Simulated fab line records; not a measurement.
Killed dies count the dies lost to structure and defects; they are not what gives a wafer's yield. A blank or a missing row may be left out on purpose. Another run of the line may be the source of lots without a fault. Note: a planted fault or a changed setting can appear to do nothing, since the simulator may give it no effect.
Which tool did it? || flow nand_harc || 33 wafers from 11 lots sampled at 5 of the route's 1159 steps

WHAT EACH GAUGE READ, for each wafer
NHARC_END_SORT_01.
{"lot": "L331", "measured": "day 21 20:15", "on": "prober-02", "killed_at_array": "674 674 676", "killed_at_other": "1 2 1", "killed_at_periphery": "2 1 0", "killed_dies": "677 677 677", "killed_open": "2 2 1", "killed_short": "6 6 0"}
{"lot": "L332", "measured": "day 22 02:26", "on": "prober-02", "killed_at_array": "674 675 675", "killed_at_other": "1 1 0", "killed_at_periphery": "2 1 2", "killed_dies": "677 677 677", "killed_open": "5 1 3", "killed_short": "1 1 0"}
{"lot": "L333", "measured": "day 21 22:43", "on": "prober-01", "killed_at_array": "674 672 672", "killed_at_other": "0 1 1", "killed_at_periphery": "3 4 4", "killed_dies": "677 677 677", "killed_open": "3 1 5", "killed_short": "3 2 3"}
{"lot": "L343", "measured": "day 25 10:22", "on": "prober-02", "killed_at_array": "43 42 39", "killed_at_other": "0 0 0", "killed_at_periphery": "9 7 3", "killed_dies": "52 49 42", "killed_open": "2 8 8", "killed_short": "1 2 1"}
{"lot": "L344", "measured": "day 25 01:59", "on": "prober-01", "killed_at_array": "34 38 37", "killed_at_other": "0 0 0", "killed_at_periphery": "7 10 6", "killed_dies": "41 48 43", "killed_open": "3 6 6", "killed_short": "3 1 2"}
{"lot": "L342", "measured": "day 25 01:49", "on": "prober-02", "killed_at_array": "44 41 54", "killed_at_other": "1 0 0", "killed_at_periphery": "3 7 5", "killed_dies": "48 48 59", "killed_open": "2 7 1", "killed_short": "1 0 1"}
{"lot": "L345", "measured": "day 25 18:10", "on": "prober-02", "killed_at_array": "32 36 30", "killed_at_other": "0 1 0", "killed_at_periphery": "2 1 2", "killed_dies": "34 38 32", "killed_open": "1 2 1", "killed_short": "1 2 1"}
{"lot": "L341", "measured": "day 25 10:31", "on": "prober-01", "killed_at_array": "24 30 30", "killed_at_other": "0 0 0", "killed_at_periphery": "2 1 6", "killed_dies": "26 31 36", "killed_open": "1 5 9", "killed_short": "4 1 0"}

WHICH TOOL RAN EACH LOT (tool, then ch and the chambers of the sampled wafers, then the start)
{"lot": "L322", "NHARC_A_SGD_CUT_CMP_21": "cmp-03 ch 0,1,3, day 13 13:34", "NHARC_A_SLIT_DESCUM_14": "rie_diel-12 ch 0,1,3, day 13 20:03", "NHARC_A_SLIT_ETCH_17": "har_etch-02 ch 0,1, day 14 00:56", "NHARC_A_SLIT_ETCH_26": "har_etch-02 ch 0,1, day 14 02:23"}
{"lot": "L324", "NHARC_A_SGD_CUT_CMP_21": "cmp-02 ch 1,2,3, day 14 17:15", "NHARC_A_SLIT_DESCUM_14": "rie_diel-10 ch 1,2,3, day 14 21:28", "NHARC_A_SLIT_ETCH_17": "har_etch-01 ch 0,1, day 14 22:14", "NHARC_A_SLIT_ETCH_26": "har_etch-01 ch 0,1, day 14 23:42"}
{"lot": "L329", "NHARC_A_SGD_CUT_CMP_21": "cmp-03 ch 1,2, day 16 02:13", "NHARC_A_SLIT_DESCUM_14": "rie_diel-12 ch 0,3, day 16 11:14", "NHARC_A_SLIT_ETCH_17": "har_etch-02 ch 0,1, day 16 13:16", "NHARC_A_SLIT_ETCH_26": "har_etch-02 ch 0,1, day 16 14:45"}
{"lot": "L331", "NHARC_A_SGD_CUT_CMP_21": "cmp-03 ch 1,2, day 16 15:52", "NHARC_A_SLIT_DESCUM_14": "rie_diel-08 ch 0,1, day 16 22:49", "NHARC_A_SLIT_ETCH_17": "har_etch-01 ch 0,1, day 17 00:04", "NHARC_A_SLIT_ETCH_26": "har_etch-01 ch 0,1, day 17 01:07"}
{"lot": "L332", "NHARC_A_SGD_CUT_CMP_21": "cmp-04 ch 1,2,3, day 16 15:55", "NHARC_A_SLIT_DESCUM_14": "rie_diel-10 ch 1,2,3, day 16 22:21", "NHARC_A_SLIT_ETCH_17": "har_etch-02 ch 0,1, day 16 23:05", "NHARC_A_SLIT_ETCH_26": "har_etch-02 ch 0,1, day 17 00:34"}
{"lot": "L333", "NHARC_A_SGD_CUT_CMP_21": "cmp-04 ch 0,2,3, day 16 20:35", "NHARC_A_SLIT_DESCUM_14": "rie_diel-10 ch 0,1,3, day 17 03:36", "NHARC_A_SLIT_ETCH_17": "har_etch-02 ch 0,1, day 17 04:22", "NHARC_A_SLIT_ETCH_26": "har_etch-02 ch 0,1, day 17 05:52"}
{"lot": "L343", "NHARC_A_SGD_CUT_CMP_21": "cmp-03 ch 0,2,3, day 19 03:35", "NHARC_A_SLIT_DESCUM_14": "rie_diel-08 ch 1,3, day 19 09:30", "NHARC_A_SLIT_ETCH_17": "har_etch-02 ch 0,1, day 19 14:35", "NHARC_A_SLIT_ETCH_26": "har_etch-02 ch 0,1, day 19 16:05"}
{"lot": "L344", "NHARC_A_SGD_CUT_CMP_21": "cmp-02 ch 0,2, day 19 03:35", "NHARC_A_SLIT_DESCUM_14": "rie_diel-10 ch 2,3, day 19 10:30", "NHARC_A_SLIT_ETCH_17": "har_etch-02 ch 0,1, day 19 16:31", "NHARC_A_SLIT_ETCH_26": "har_etch-02 ch 0,1, day 19 17:47"}
{"lot": "L342", "NHARC_A_SGD_CUT_CMP_21": "cmp-04 ch 2,3, day 19 03:37", "NHARC_A_SLIT_DESCUM_14": "rie_diel-10 ch 1,3, day 19 09:21", "NHARC_A_SLIT_ETCH_17": "har_etch-02 ch 0, day 19 13:11", "NHARC_A_SLIT_ETCH_26": "har_etch-02 ch 0, day 19 14:26"}
{"lot": "L345", "NHARC_A_SGD_CUT_CMP_21": "cmp-04 ch 1,2,3, day 19 03:44", "NHARC_A_SLIT_DESCUM_14": "rie_diel-10 ch 0,1,2, day 19 11:29", "NHARC_A_SLIT_ETCH_17": "har_etch-02 ch 0,1, day 19 17:56", "NHARC_A_SLIT_ETCH_26": "har_etch-02 ch 0,1, day 19 19:27"}
{"lot": "L341", "NHARC_A_SGD_CUT_CMP_21": "cmp-03 ch 0,2,3, day 19 03:47", "NHARC_A_SLIT_DESCUM_14": "rie_diel-08 ch 2,3, day 19 11:20", "NHARC_A_SLIT_ETCH_17": "har_etch-01 ch 0,1, day 19 17:01", "NHARC_A_SLIT_ETCH_26": "har_etch-01 ch 0,1, day 19 18:31"}
- NHARC_A_SGD_CUT_CMP_21: polishes, target thk 148.19 nm.
- NHARC_A_SLIT_DESCUM_14: chemistry O2, time 3 s.
- NHARC_A_SLIT_ETCH_17: etches the open film in C4F8/O2/Ar, time 1687.5 s, target depth 10100 nm.
- NHARC_A_SLIT_ETCH_26: etches the open film in C4F8/O2/Ar, time 90 s, target depth 400 nm.

WHAT THE TOOLS THEMSELVES READ (means of the sampled wafers that have a number; where no wafer has one, the mark that the record gives instead)
NHARC_A_SGD_CUT_CMP_21.
{"lot": "L322", "tool": "cmp-03", "motor_current_A (A)": 12.3, "retaining_ring_pressure_frac": 0.995, "time_to_endpoint_s (s)": 51}
{"lot": "L324", "tool": "cmp-02", "motor_current_A (A)": 12.0, "retaining_ring_pressure_frac": 0.995, "time_to_endpoint_s (s)": 53}
{"lot": "L329", "tool": "cmp-03", "motor_current_A (A)": 13.5, "retaining_ring_pressure_frac": 0.998, "time_to_endpoint_s (s)": 50}
{"lot": "L331", "tool": "cmp-03", "motor_current_A (A)": 14.2, "retaining_ring_pressure_frac": 0.998, "time_to_endpoint_s (s)": 51}
{"lot": "L332", "tool": "cmp-04", "motor_current_A (A)": 13.0, "retaining_ring_pressure_frac": 1.004, "time_to_endpoint_s (s)": 53}
{"lot": "L333", "tool": "cmp-04", "motor_current_A (A)": 12.6, "retaining_ring_pressure_frac": 1.001, "time_to_endpoint_s (s)": 59}
{"lot": "L343", "tool": "cmp-03", "motor_current_A (A)": 12.8, "retaining_ring_pressure_frac": 1.002, "time_to_endpoint_s (s)": 51}
{"lot": "L344", "tool": "cmp-02", "motor_current_A (A)": 11.6, "retaining_ring_pressure_frac": 1.001, "time_to_endpoint_s (s)": 48}
{"lot": "L342", "tool": "cmp-04", "motor_current_A (A)": 13.2, "retaining_ring_pressure_frac": 0.998, "time_to_endpoint_s (s)": 53}
{"lot": "L345", "tool": "cmp-04", "motor_current_A (A)": 12.9, "retaining_ring_pressure_frac": 0.996, "time_to_endpoint_s (s)": 54}
{"lot": "L341", "tool": "cmp-03", "motor_current_A (A)": 12.7, "retaining_ring_pressure_frac": 0.999, "time_to_endpoint_s (s)": 54}

NHARC_A_SLIT_DESCUM_14.
{"lot": "L322", "tool": "rie_diel-12", "drypump_motor_current_A (A)": 6.2, "oes_product_au (a.u.)": 0.994, "rf_vpp_V (V)": 58.5, "showerhead_plenum_p_Torr (Torr)": 1.94, "throttle_valve_pct (%)": 11.312}
{"lot": "L324", "tool": "rie_diel-10", "drypump_motor_current_A (A)": 5.4, "oes_product_au (a.u.)": 0.992, "rf_vpp_V (V)": 57.1, "showerhead_plenum_p_Torr (Torr)": 1.88, "throttle_valve_pct (%)": 11.315}
{"lot": "L329", "tool": "rie_diel-12", "drypump_motor_current_A (A)": 6.1, "oes_product_au (a.u.)": 0.999, "rf_vpp_V (V)": 57.7, "showerhead_plenum_p_Torr (Torr)": 1.87, "throttle_valve_pct (%)": 11.312}
{"lot": "L331", "tool": "rie_diel-08", "drypump_motor_current_A (A)": 5.1, "oes_product_au (a.u.)": 1.007, "rf_vpp_V (V)": 58.3, "showerhead_plenum_p_Torr (Torr)": 2.01, "throttle_valve_pct (%)": 11.309}
{"lot": "L332", "tool": "rie_diel-10", "drypump_motor_current_A (A)": 5.4, "oes_product_au (a.u.)": 0.987, "rf_vpp_V (V)": 57.6, "showerhead_plenum_p_Torr (Torr)": 1.88, "throttle_valve_pct (%)": 11.301}
{"lot": "L333", "tool": "rie_diel-10", "drypump_motor_current_A (A)": 5.6, "oes_product_au (a.u.)": 0.997, "rf_vpp_V (V)": 58.5, "showerhead_plenum_p_Torr (Torr)": 1.88, "throttle_valve_pct (%)": 11.311}
{"lot": "L343", "tool": "rie_diel-08", "drypump_motor_current_A (A)": 5.6, "oes_product_au (a.u.)": 1.004, "rf_vpp_V (V)": 58.6, "showerhead_plenum_p_Torr (Torr)": 1.99, "throttle_valve_pct (%)": 11.311}
{"lot": "L344", "tool": "rie_diel-10", "drypump_motor_current_A (A)": 5.3, "oes_product_au (a.u.)": 0.985, "rf_vpp_V (V)": 56.8, "showerhead_plenum_p_Torr (Torr)": 1.81, "throttle_valve_pct (%)": 11.310}
{"lot": "L342", "tool": "rie_diel-10", "drypump_motor_current_A (A)": 5.8, "oes_product_au (a.u.)": 0.986, "rf_vpp_V (V)": 58.2, "showerhead_plenum_p_Torr (Torr)": 1.91, "throttle_valve_pct (%)": 11.307}
{"lot": "L345", "tool": "rie_diel-10", "drypump_motor_current_A (A)": 5.2, "oes_product_au (a.u.)": 0.994, "rf_vpp_V (V)": 58.0, "showerhead_plenum_p_Torr (Torr)": 1.84, "throttle_valve_pct (%)": 11.305}
{"lot": "L341", "tool": "rie_diel-08", "drypump_motor_current_A (A)": 6.0, "oes_product_au (a.u.)": 1.008, "rf_vpp_V (V)": 57.6, "showerhead_plenum_p_Torr (Torr)": 2.00, "throttle_valve_pct (%)": 11.299}

NHARC_A_SLIT_ETCH_17.
{"lot": "L322", "tool": "har_etch-02", "c4f8_flow_sccm (sccm)": 82.95, "chamber_pressure_mTorr (mTorr)": 19.998, "drypump_motor_current_A (A)": 5.76, "he_backside_leak_sccm (sccm)": 6.4, "showerhead_plenum_p_Torr (Torr)": 3.85, "throttle_valve_pct (%)": 32.041}
{"lot": "L324", "tool": "har_etch-01", "c4f8_flow_sccm (sccm)": 82.94, "chamber_pressure_mTorr (mTorr)": 20.002, "drypump_motor_current_A (A)": 5.26, "he_backside_leak_sccm (sccm)": 5.2, "showerhead_plenum_p_Torr (Torr)": 3.64, "throttle_valve_pct (%)": 32.041}
{"lot": "L329", "tool": "har_etch-02", "c4f8_flow_sccm (sccm)": 83.42, "chamber_pressure_mTorr (mTorr)": 20.011, "drypump_motor_current_A (A)": 5.79, "he_backside_leak_sccm (sccm)": 6.6, "showerhead_plenum_p_Torr (Torr)": 3.83, "throttle_valve_pct (%)": 32.039}
{"lot": "L331", "tool": "har_etch-01", "c4f8_flow_sccm (sccm)": "-", "chamber_pressure_mTorr (mTorr)": "-", "drypump_motor_current_A (A)": "-", "he_backside_leak_sccm (sccm)": "-", "showerhead_plenum_p_Torr (Torr)": "-", "throttle_valve_pct (%)": "-"}
{"lot": "L332", "tool": "har_etch-02", "c4f8_flow_sccm (sccm)": "-", "chamber_pressure_mTorr (mTorr)": "-", "drypump_motor_current_A (A)": "-", "he_backside_leak_sccm (sccm)": "-", "showerhead_plenum_p_Torr (Torr)": "-", "throttle_valve_pct (%)": "-"}
{"lot": "L333", "tool": "har_etch-02", "c4f8_flow_sccm (sccm)": "-", "chamber_pressure_mTorr (mTorr)": "-", "drypump_motor_current_A (A)": "-", "he_backside_leak_sccm (sccm)": "-", "showerhead_plenum_p_Torr (Torr)": "-", "throttle_valve_pct (%)": "-"}
{"lot": "L343", "tool": "har_etch-02", "c4f8_flow_sccm (sccm)": 83.46, "chamber_pressure_mTorr (mTorr)": 20.011, "drypump_motor_current_A (A)": 5.78, "he_backside_leak_sccm (sccm)": 6.6, "showerhead_plenum_p_Torr (Torr)": 3.82, "throttle_valve_pct (%)": 32.044}
{"lot": "L344", "tool": "har_etch-02", "c4f8_flow_sccm (sccm)": 83.52, "chamber_pressure_mTorr (mTorr)": 19.988, "drypump_motor_current_A (A)": 5.69, "he_backside_leak_sccm (sccm)": 6.8, "showerhead_plenum_p_Torr (Torr)": 3.82, "throttle_valve_pct (%)": 32.049}
{"lot": "L342", "tool": "har_etch-02", "c4f8_flow_sccm (sccm)": 83.23, "chamber_pressure_mTorr (mTorr)": 19.999, "drypump_motor_current_A (A)": 5.60, "he_backside_leak_sccm (sccm)": 6.9, "showerhead_plenum_p_Torr (Torr)": 3.82, "throttle_valve_pct (%)": 32.038}
{"lot": "L345", "tool": "har_etch-02", "c4f8_flow_sccm (sccm)": 83.29, "chamber_pressure_mTorr (mTorr)": 19.997, "drypump_motor_current_A (A)": 5.80, "he_backside_leak_sccm (sccm)": 6.6, "showerhead_plenum_p_Torr (Torr)": 3.81, "throttle_valve_pct (%)": 32.051}
{"lot": "L341", "tool": "har_etch-01", "c4f8_flow_sccm (sccm)": 83.26, "chamber_pressure_mTorr (mTorr)": 20.001, "drypump_motor_current_A (A)": 5.43, "he_backside_leak_sccm (sccm)": 5.1, "showerhead_plenum_p_Torr (Torr)": 3.69, "throttle_valve_pct (%)": 32.047}

NHARC_A_SLIT_ETCH_26.
{"lot": "L322", "tool": "har_etch-02", "bias_v (V)": 406, "c4f8_flow_sccm (sccm)": 41.65, "drypump_motor_current_A (A)": 5.78, "he_backside_leak_sccm (sccm)": 6.6, "rf_fwd_power_W (W)": 1991, "showerhead_plenum_p_Torr (Torr)": 3.89, "throttle_valve_pct (%)": 27.608}
{"lot": "L324", "tool": "har_etch-01", "bias_v (V)": 403, "c4f8_flow_sccm (sccm)": 41.74, "drypump_motor_current_A (A)": 5.24, "he_backside_leak_sccm (sccm)": 5.3, "rf_fwd_power_W (W)": 1982, "showerhead_plenum_p_Torr (Torr)": 3.68, "throttle_valve_pct (%)": 27.620}
{"lot": "L329", "tool": "har_etch-02", "bias_v (V)": 403, "c4f8_flow_sccm (sccm)": 41.70, "drypump_motor_current_A (A)": 5.81, "he_backside_leak_sccm (sccm)": 6.7, "rf_fwd_power_W (W)": 1989, "showerhead_plenum_p_Torr (Torr)": 3.87, "throttle_valve_pct (%)": 27.617}
{"lot": "L331", "tool": "har_etch-01", "bias_v (V)": 399, "c4f8_flow_sccm (sccm)": 41.69, "drypump_motor_current_A (A)": 5.25, "he_backside_leak_sccm (sccm)": 5.7, "rf_fwd_power_W (W)": 1988, "showerhead_plenum_p_Torr (Torr)": 3.66, "throttle_valve_pct (%)": 27.612}
{"lot": "L332", "tool": "har_etch-02", "bias_v (V)": 396, "c4f8_flow_sccm (sccm)": 41.72, "drypump_motor_current_A (A)": 5.73, "he_backside_leak_sccm (sccm)": 6.4, "rf_fwd_power_W (W)": 1997, "showerhead_plenum_p_Torr (Torr)": 3.87, "throttle_valve_pct (%)": 27.622}
{"lot": "L333", "tool": "har_etch-02", "bias_v (V)": 399, "c4f8_flow_sccm (sccm)": 41.84, "drypump_motor_current_A (A)": 5.69, "he_backside_leak_sccm (sccm)": 6.6, "rf_fwd_power_W (W)": 1994, "showerhead_plenum_p_Torr (Torr)": 3.86, "throttle_valve_pct (%)": 27.621}
{"lot": "L343", "tool": "har_etch-02", "bias_v (V)": 405, "c4f8_flow_sccm (sccm)": 41.73, "drypump_motor_current_A (A)": 5.79, "he_backside_leak_sccm (sccm)": 6.7, "rf_fwd_power_W (W)": 1989, "showerhead_plenum_p_Torr (Torr)": 3.85, "throttle_valve_pct (%)": 27.617}
{"lot": "L344", "tool": "har_etch-02", "bias_v (V)": 402, "c4f8_flow_sccm (sccm)": 41.70, "drypump_motor_current_A (A)": 5.73, "he_backside_leak_sccm (sccm)": 7.0, "rf_fwd_power_W (W)": 1994, "showerhead_plenum_p_Torr (Torr)": 3.85, "throttle_valve_pct (%)": 27.622}
{"lot": "L342", "tool": "har_etch-02", "bias_v (V)": 395, "c4f8_flow_sccm (sccm)": 41.59, "drypump_motor_current_A (A)": 5.62, "he_backside_leak_sccm (sccm)": 6.8, "rf_fwd_power_W (W)": 1997, "showerhead_plenum_p_Torr (Torr)": 3.85, "throttle_valve_pct (%)": 27.621}
{"lot": "L345", "tool": "har_etch-02", "bias_v (V)": 399, "c4f8_flow_sccm (sccm)": 41.65, "drypump_motor_current_A (A)": 5.80, "he_backside_leak_sccm (sccm)": 6.5, "rf_fwd_power_W (W)": 1988, "showerhead_plenum_p_Torr (Torr)": 3.85, "throttle_valve_pct (%)": 27.611}
{"lot": "L341", "tool": "har_etch-01", "bias_v (V)": 396, "c4f8_flow_sccm (sccm)": 41.72, "drypump_motor_current_A (A)": 5.44, "he_backside_leak_sccm (sccm)": 5.4, "rf_fwd_power_W (W)": 1988, "showerhead_plenum_p_Torr (Torr)": 3.72, "throttle_valve_pct (%)": 27.620}

THE ANSWER, worked out from the rows above alone
Rule: what is usual is taken from the lots themselves. Put in order of their means at a reading, lots are off if they are a third of the lots or fewer, leave a main group of 4 or more, and stand apart from it by a gap of 3 or more times the standard deviation of the main group's means; of several such gaps the widest counts. The tables above print the reading to a certain number of digits; a main group whose means all agree to those digits is not used. Also off: a lot with no number at a reading for which 4 or more lots have one. The other lots that the step has rows for count as sound. After the gauges, taken in route order, come the tools' own readings; for these a lot's mean is taken, as printed above. At the first step where some lot is off, the reading lying furthest off is the one used; lots without a number count as furthest.
Off: L331, L332, L333 (NHARC_A_SLIT_ETCH_17, c4f8_flow_sccm). Without a number there: L331, L332, L333. Mean 83.26 sccm and standard deviation 0.2 in the main group.
A tool fits if, at that step or a process step before it, it ran every lot that is off, and no sound lot after the first of them. No candidate that was tried fits.

WHAT THE SIMULATOR HAD INSERTED
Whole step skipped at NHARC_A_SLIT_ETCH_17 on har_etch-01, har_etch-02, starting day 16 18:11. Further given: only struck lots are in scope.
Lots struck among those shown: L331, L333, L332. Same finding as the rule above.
